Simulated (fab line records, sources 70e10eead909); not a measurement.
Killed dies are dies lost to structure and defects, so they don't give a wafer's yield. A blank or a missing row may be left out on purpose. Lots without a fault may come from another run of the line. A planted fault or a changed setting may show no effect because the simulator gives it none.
fab line records | flow nand_harc
record lots=11 wafers=33 last_day=33
route steps=1302 shown A_BLC@1122 A_M0@1145
lots that met no fault: from a run of the same line without faults
start_h: hours from the record's first day to the start of the lot's first wafer shown | wait_h: hours since the lot's step before | " the same as in the row above | L1.1+2: a row that stands for several wafers | - no value, or no start given | * or withheld: withheld | < > ~ a bound
route shown NAME@n: a module of which the file shows steps, and the number in the route of the first | usual: mean/standard deviation of fault-free wafers | same: alike in all rows | chamber/n: place in a boat | sites: the reading at each site | _std_site: their standard deviation | _edge_site: outer sites' mean less inner sites' | radius_mm: how far each site lies from the wafer's centre | mask NAME#n: copy n | behind: the tool/chamber that last shaped the wafer | hold: why the lot was held/for how many hours/how that ended | device: the transistor (n, p or np) that didn't switch | end of line: the same wafers' tests at the end of the route | a step without rows: its recipe alone | killed: dies lost to structure and defects at the first sort, not the wafer's yield | map: a wafer's dies, x killed, . not, _ none there
set.NAME: the setting as run; set.NAME@STEP: as run at that earlier step | model.NAME: the simulator's own value behind a step, which no gauge read
steps of the route over a sample of lots; a table a step, a row a wafer
services: from which hour (start_h, from the record's first day; less than 0 if before it) a tool's chamber was out of use, for how many hours, and why
## steps
# step NHARC_A_BLC_ETCH_17
# recipe target_depth_a=3900 over_etch_frac=0.25 time_s=609.38 ion_energy_ev=200 n2_flow_sccm=150 h2_flow_sccm=150 ar_flow_sccm=0 rf_w=400 bias_w=150 chemistry=N2/H2
# usual drypump_motor_current_A=5.7/0.34 oes_product_au=1.001/0.0092 rf_vpp_V=429.3/2.8 showerhead_plenum_p_Torr=2.00/0.095 throttle_valve_pct=14.172/0.0085
# columns lot.wafer tool chamber start_h wait_h drypump_motor_current_A oes_product_au rf_hours_counter_h rf_vpp_V showerhead_plenum_p_Torr throttle_valve_pct
L810.3 rie_diel-09 1 - - 5.2 0.992 2 426.2 1.92 14.162
L810.1 " 2 " " 5.7 1.007 2 431.8 2.15 14.177
L810.4 " 0 " " 6.3 0.996 2 431.0 2.05 14.159
L809.4 rie_diel-03 2 - - 5.8 1.009 - 433.0 2.10 14.174
L809.6 " 0 " " 5.2 0.998 - 430.1 2.01 14.159
L809.5 " 1 " " 5.8 0.990 - 427.6 1.90 14.177
L813.4 rie_diel-03 0 - - 5.2 1.000 7 429.9 2.01 14.180
L813.3 " 1 " " 5.8 0.988 5 425.3 1.90 14.176
L813.6 " 3 " " 5.7 1.000 - 428.4 1.99 14.169
L815.2 rie_diel-03 1 - - 5.9 0.999 6 424.8 1.90 14.170
L815.1 " 2 " " 5.8 0.999 7 432.5 2.10 14.153
L815.5 " 1 " " 5.9 0.998 - 426.3 1.90 14.175
L820.2 rie_diel-09 0 - - 6.2 1.001 9 431.2 2.05 14.172
L820.6 " 2 " " 5.7 1.002 - 432.4 2.15 14.185
L820.5 " 3 " " 5.5 0.999 - 425.3 1.88 14.165
L819.3 rie_diel-09 3 - - 5.5 0.999 10 426.2 1.88 14.171
L819.5 " 2 " " 5.7 0.995 - 433.3 2.15 14.173
L819.6 " 3 " " 5.5 1.009 - 427.1 1.88 14.175
L822.2 rie_diel-09 1 - - 5.2 0.982 11 427.4 1.91 14.174
L822.5 " 2 " " 5.7 0.995 - 433.0 2.15 14.166
L822.6 " 3 " " 5.5 1.000 - 426.1 1.88 14.178
L828.4 rie_diel-03 2 - - 5.8 1.017 6 433.4 2.10 14.171
L828.1 " 3 " " 5.7 1.014 6 430.4 1.98 14.182
L828.2 " 0 " " 5.2 0.995 6 428.5 2.01 14.175
L829.3 rie_diel-03 1 - - 5.8 0.986 6 427.7 1.89 14.193
L829.4 " 2 " " 5.8 1.002 6 432.6 2.10 14.183
L829.1 " 0 " " 5.2 0.988 6 429.3 2.01 14.177
L830.3 rie_diel-09 1 - - 5.2 0.993 5 427.9 1.91 14.166
L830.1 " 2 " " 5.7 0.995 5 434.6 2.15 14.154
L830.5 " 0 " " 6.3 0.999 - 429.1 2.04 14.166
L831.3 rie_diel-03 1 - - 5.9 1.014 8 426.5 1.89 14.166
L831.4 " 2 " " 5.8 1.015 8 433.3 2.10 14.152
L831.5 " 3 " " 5.7 1.008 - 428.7 1.98 14.175
# step NHARC_A_BLC_CMP_25
# recipe t_overpolish_s=30 target_thk_nm=150
# usual motor_current_A=11.8/1.3 overpolish_run_s=30.001/0.0089 time_to_endpoint_s=30.3/2.8
# columns lot.wafer tool chamber start_h wait_h motor_current_A overpolish_run_s time_to_endpoint_s
L810.1 cmp-03 2 537.06 0.4 12.8 29.988 33.4
L810.4 " 0 " " 13.4 30.008 29.4
L810.3 " 1 " " 10.7 30.004 28.0
L809.4 cmp-03 3 537.93 0.4 9.8 30.006 35.4
L809.5 " 0 " " 13.3 30.003 32.5
L809.6 " 1 " " 11.0 30.001 28.7
L813.4 cmp-01 3 564.25 0.3 10.5 29.997 28.2
L813.3 " 1 " " 11.5 29.997 30.1
L813.6 " 2 " " 10.7 29.995 29.9
L815.1 cmp-03 0 581.88 0.5 13.3 30.004 27.1
L815.2 " 1 " " 10.9 30.022 26.0
L815.5 " 1 " " 11.5 29.987 25.9
L820.2 cmp-03 2 619.24 0.4 12.2 30.008 30.9
L820.5 " 2 " " 12.8 30.014 29.3
L820.6 " 3 " " 9.9 30.007 30.7
L819.3 cmp-01 2 625.27 0.2 10.3 29.988 23.7
L819.6 " 2 " " 10.0 29.995 26.2
L819.5 " 3 " " 11.2 30.014 26.5
L822.2 cmp-02 3 660.98 0.5 13.3 29.990 32.1
L822.5 " 2 " " 11.6 29.995 29.7
L822.6 " 3 " " 12.0 29.984 35.4
L828.4 cmp-02 2 722.30 0.3 11.5 30.004 32.4
L828.2 " 0 " " 10.0 30.003 29.8
L828.1 " 1 " " 13.9 30.006 27.5
L829.3 cmp-01 1 724.11 0.2 11.8 30.013 28.9
L829.4 " 2 " " 10.2 29.996 30.3
L829.1 " 3 " " 10.7 30.004 28.8
L830.1 cmp-02 3 733.60 0.5 12.6 29.993 30.0
L830.3 " 2 " " 11.7 30.017 29.5
L830.5 " 3 " " 13.3 30.000 31.2
L831.4 cmp-03 3 748.00 0.3 9.6 29.988 32.3
L831.3 " 0 " " 14.0 29.998 27.1
L831.5 " 0 " " 13.1 30.023 27.2
# step NHARC_A_M0_PEB_07
# recipe peb_temp_c=100 peb_time_s=65
# usual resist_line_temp_C=22.98/0.082
# columns lot.wafer tool chamber start_h wait_h resist_line_temp_C
L810.1 litho_track-01 0 538.28 0.1 22.97
L810.3 " 0 " " 23.09
L810.4 " 0 " " 23.05
L809.4 litho_track-04 0 539.13 0.0 23.07
L809.5 " 0 " " 22.87
L809.6 " 0 " " 22.84
L813.3 litho_track-04 0 565.32 0.0 23.02
L813.4 " 0 " " 23.07
L813.6 " 0 " " 22.87
L815.1 litho_track-01 0 582.98 0.1 22.96
L815.2 " 0 " " 22.97
L815.5 " 0 " " 23.10
L820.2 litho_track-01 0 620.34 0.1 22.95
L820.5 " 0 " " 23.03
L820.6 " 0 " " 23.08
L819.3 litho_track-04 0 626.38 0.0 22.74
L819.5 " 0 " " 22.83
L819.6 " 0 " " 23.01
L822.2 litho_track-04 0 662.17 0.1 22.97
L822.5 " 0 " " 23.09
L822.6 " 0 " " 22.91
L828.1 litho_track-01 0 723.53 0.1 22.98
L828.2 " 0 " " 22.96
L828.4 " 0 " " 23.01
L829.1 litho_track-01 0 725.21 0.1 22.98
L829.3 " 0 " " 23.11
L829.4 " 0 " " 22.91
L830.1 litho_track-01 0 734.82 0.1 23.03
L830.3 " 0 " " 23.10
L830.5 " 0 " " 23.12
L831.3 litho_track-06 0 749.10 0.0 22.80
L831.4 " 0 " " 23.02
L831.5 " 0 " " 22.88
# step NHARC_A_M0_CD_MEAS_09
# recipe target_cd_nm=80 landing_energy_ev=500
# usual cd_nm=80.0/0.67
# columns lot.wafer tool chamber start_h wait_h cd_nm
L810.1 cd_sem-02 0 538.36 - 79.9
L810.3 " 0 " " 79.8
L810.4 " 0 " " 80.3
L809.4 cd_sem-03 0 539.21 - 79.9
L809.5 " 0 " " 80.3
L809.6 " 0 " " 80.6
L813.3 cd_sem-03 0 565.41 - 79.8
L813.4 " 0 " " 80.1
L813.6 " 0 " " 79.5
L815.1 cd_sem-02 0 583.06 - 79.6
L815.2 " 0 " " 78.8
L815.5 " 0 " " 79.2
L820.2 cd_sem-01 0 620.42 - 80.0
L820.5 " 0 " " 78.7
L820.6 " 0 " " 79.7
L819.3 cd_sem-02 0 626.47 - 79.8
L819.5 " 0 " " 78.7
L819.6 " 0 " " 80.3
L822.2 cd_sem-03 0 662.25 - 83.6
L822.5 " 0 " " 83.1
L822.6 " 0 " " 83.8
L828.1 cd_sem-02 0 723.61 - 80.8
L828.2 " 0 " " 80.7
L828.4 " 0 " " 80.1
L829.1 cd_sem-01 0 725.29 - 81.0
L829.3 " 0 " " 80.7
L829.4 " 0 " " 79.9
L830.1 cd_sem-01 0 734.90 - 80.9
L830.3 " 0 " " 80.3
L830.5 " 0 " " 80.2
L831.3 cd_sem-01 0 749.19 - 80.1
L831.4 " 0 " " 80.1
L831.5 " 0 " " 81.3
# step NHARC_A_M0_DESCUM_14
# recipe time_s=3 o2_flow_sccm=200 ar_flow_sccm=0 bias_power_w=0 chemistry=O2
# usual drypump_motor_current_A=5.8/0.43 o2_flow_sccm=200.0/0.57 oes_product_au=1.001/0.011 rf_vpp_V=57.7/0.83 showerhead_plenum_p_Torr=1.87/0.057 throttle_valve_pct=11.311/0.009
# same bias_power_w=0
# columns lot.wafer tool chamber start_h wait_h drypump_motor_current_A o2_flow_sccm oes_product_au rf_hours_counter_h rf_vpp_V showerhead_plenum_p_Torr throttle_valve_pct
L810.4 rie_diel-13 0 538.54 0.1 5.5 200.0 0.989 0.4 56.4 1.79 11.308
L810.1 " 1 " " 6.3 200.3 1.003 0.3 59.1 1.82 11.318
L810.3 " 3 " " 5.6 200.1 0.990 0.3 58.0 1.93 11.323
L809.4 rie_diel-02 1 539.46 0.1 6.0 200.5 1.005 8.5 58.0 1.89 11.321
L809.6 " 3 " " 5.9 199.9 1.004 - 56.6 1.85 11.314
L809.5 " 0 " " 5.6 199.9 1.004 - 58.0 1.96 11.310
L813.3 rie_diel-12 2 565.60 0.1 5.6 199.7 1.018 7.8 58.1 1.85 11.305
L813.6 " 0 " " 5.3 200.4 1.016 - 57.2 1.93 11.299
L813.4 " 2 " " 5.6 199.5 1.020 - 56.6 1.85 11.310
L815.2 rie_diel-02 1 583.25 0.1 6.0 200.3 1.000 0 56.7 1.89 11.291
L815.1 " 3 " " 5.9 199.3 1.045 0 56.9 1.85 11.308
L815.5 " 3 " " 5.9 200.3 1.027 - 57.1 1.85 11.318
L820.2 rie_diel-02 1 620.62 0.1 6.1 199.1 1.006 2.6 57.6 1.89 11.310
L820.6 " 3 " " 5.9 199.6 1.026 - 57.4 1.85 11.306
L820.5 " 0 " " 5.6 200.5 0.991 - 58.7 1.96 11.322
L819.3 rie_diel-13 0 626.65 0.1 5.5 199.6 0.999 4.5 58.1 1.79 11.301
L819.6 " 0 " " 5.5 200.0 1.010 - 57.4 1.79 11.315
L819.5 " 1 " " 6.4 199.7 1.017 - 56.9 1.82 11.310
L822.2 rie_diel-13 2 662.45 0.1 5.2 198.9 0.995 6.8 58.0 1.87 11.311
L822.5 " 0 " " 5.5 199.4 0.996 - 58.1 1.79 11.318
L822.6 " 1 " " 6.3 199.5 1.019 - 57.0 1.82 11.317
L828.2 rie_diel-02 2 723.79 0.1 6.7 199.9 0.982 9.1 60.2 1.92 11.310
L828.4 " 0 " " 5.6 199.9 0.981 7.7 59.6 1.96 11.319
L828.1 " 1 " " 6.0 200.2 1.005 7.8 58.4 1.88 11.317
L829.4 rie_diel-13 3 725.48 0.1 5.6 200.3 1.007 1.4 57.9 1.93 11.322
L829.1 " 0 " " 5.6 199.6 1.013 1.4 58.0 1.79 11.299
L829.3 " 1 " " 6.3 199.5 0.998 0.5 56.8 1.82 11.303
L830.1 rie_diel-13 3 735.09 0.1 5.6 200.3 1.003 2.0 57.1 1.93 11.318
L830.3 " 1 " " 6.3 200.6 0.991 1.0 56.7 1.82 11.289
L830.5 " 0 " " 5.5 199.4 1.011 - 57.2 1.79 11.302
L831.3 rie_diel-13 3 749.37 0.1 5.6 199.3 1.009 2.3 58.0 1.93 11.328
L831.4 " 1 " " 6.3 200.2 0.993 1.2 57.9 1.82 11.307
L831.5 " 3 " " 5.6 199.8 1.002 - 58.3 1.93 11.303
# step NHARC_A_M0_CD_MEAS_16
# usual cd_nm=79.9/1
# columns lot.wafer tool chamber start_h wait_h cd_nm
L810.1 cd_sem-02 - 538.84 - 79.2
L810.3 " - " " 79.1
L810.4 " - " " 79.9
L809.4 cd_sem-01 - 539.75 - 80.8
L809.5 " - " " 79.7
L809.6 " - " " 80.3
L813.3 cd_sem-01 - 565.93 - 80.4
L813.4 " - " " 80.9
L813.6 " - " " 80.9
L815.1 cd_sem-03 - 583.57 - 80.3
L815.2 " - " " 79.3
L815.5 " - " " 79.3
L820.2 cd_sem-01 - 620.91 - 81.4
L820.5 " - " " 78.8
L820.6 " - " " 80.1
L819.3 cd_sem-03 - 626.95 - 78.9
L819.5 " - " " 77.4
L819.6 " - " " 80.4
L822.2 cd_sem-03 - 662.74 - 83.0
L822.5 " - " " 82.2
L822.6 " - " " 83.3
L828.1 cd_sem-01 - 724.09 - 80.3
L828.2 " - " " 80.5
L828.4 " - " " 79.3
L829.1 cd_sem-02 - 725.77 - 81.6
L829.3 " - " " 82.0
L829.4 " - " " 80.0
L830.1 cd_sem-02 - 735.39 - 81.2
L830.3 " - " " 82.1
L830.5 " - " " 81.0
L831.3 cd_sem-01 - 749.67 - 81.2
L831.4 " - " " 81.6
L831.5 " - " " 82.3
## services
# columns tool chamber start_h hours kind
rie_diel-13 - 519.00 9.0 pm
cmp-02 - 523.55 1.0 repair
cmp-02 - 527.65 4.0 pm
rie_diel-03 3 534.76 4.0 repair
rie_diel-02 - 536.37 0.2 repair
rie_diel-02 - 538.10 0.6 repair
litho_track-04 - 553.00 7.0 pm
cmp-03 - 554.00 4.0 pm
rie_diel-02 2 554.71 12.9 repair
rie_diel-02 - 570.70 9.0 pm
cmp-01 - 577.50 4.0 pm
cmp-01 - 606.63 3.8 repair
cmp-02 - 625.76 4.0 pm
cmp-03 - 634.39 73.5 repair
rie_diel-03 - 635.30 9.0 pm
rie_diel-09 1 642.99 2.7 repair
rie_diel-02 1 651.74 7.4 repair
rie_diel-09 - 674.10 9.0 pm
litho_track-01 - 680.00 7.0 pm
rie_diel-13 - 696.00 9.0 pm
rie_diel-13 1 712.03 11.7 repair
litho_track-04 - 728.00 7.0 pm
rie_diel-03 - 732.67 0.6 repair
rie_diel-02 - 747.70 9.0 pm
## key
first_sign step=NHARC_A_M0_CD_MEAS_09 reading=cd_nm direction=up sigmas=5.3 usual=80.0 struck=83.5
effect step=NHARC_A_M0_CD_MEAS_16 reading=cd_nm direction=up sigmas=2.9 usual=79.9 struck=82.9
met_at NHARC_A_M0_PEB_07
struck_lots L822
not_acting_at NHARC_A_BLC_ETCH_17,NHARC_A_BLC_CMP_25,NHARC_A_M0_DESCUM_14
onset_between 626.38 662.17
fault kind=process_parameter_drift tool=litho_track-04 chamber=- onset_h=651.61 steps=NHARC_A_M0_PEB_07 channel=peb_time_s offset=* shape=step acts_in=* stated=*
